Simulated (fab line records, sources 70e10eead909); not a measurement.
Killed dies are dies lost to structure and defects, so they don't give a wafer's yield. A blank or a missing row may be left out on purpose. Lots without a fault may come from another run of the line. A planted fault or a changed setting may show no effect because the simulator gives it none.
Chamber matching | flow nand_harc | NHARC_A_CHANNEL_FILL_D1_ALD_14 on ald_hk-04: 4 sister chambers
The step deposits SiO2, target thk 2.5 nm, pulse time 10 s, ald cycles 25. 4 wafers are shown with their chamber, then 9 later ones without.

WAFERS WITH THEIR CHAMBER
wafer  | chamber | heater_power_w (W)
L081.4 | 3       | 494
L082.2 | 0       | 500
L084.1 | 1       | 521
L084.6 | 2       | 461

WAFERS WITHOUT THEIR CHAMBER
wafer  | heater_power_w (W)
L085.2 | 504
L085.3 | 482
L085.6 | 495
L087.1 | 512
L087.3 | 463
L087.6 | 497
L093.1 | 514
L093.4 | 496
L093.6 | 488

WHICH CHAMBER EACH WENT THROUGH
wafer  | from the rows above          | in truth
L085.2 | can't be placed: 0 or 3      | 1
L085.3 | can't be placed: 3 or 0 or 2 | 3
L085.6 | can't be placed: 3 or 0      | 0
L087.1 | can't be placed: 1 or 0 or 3 | 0
L087.3 | 2                            | 2
L087.6 | can't be placed: 0 or 3      | 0
L093.1 | can't be placed: 1 or 0      | 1
L093.4 | can't be placed: 3 or 0      | 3
L093.6 | can't be placed: 3 or 0      | 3
Placed correctly: 1 of 9. Can't be placed from these rows: 8 (the true chamber is among the candidates in 7). Placed wrongly: 0.
How it was worked out, from the rows above alone: a wafer's distance from a chamber is the root of the sum, over the readings, of the square of ((its reading less the chamber's mean) divided by the reading's scatter). The wafer belongs to the nearest chamber; if the next one is less than 2 further off, it can't be placed. A chamber's mean is the mean of its shown wafers. The scatter: with one shown wafer a chamber, the root of the mean of the squares of how far each hidden wafer lies from its nearest shown one.
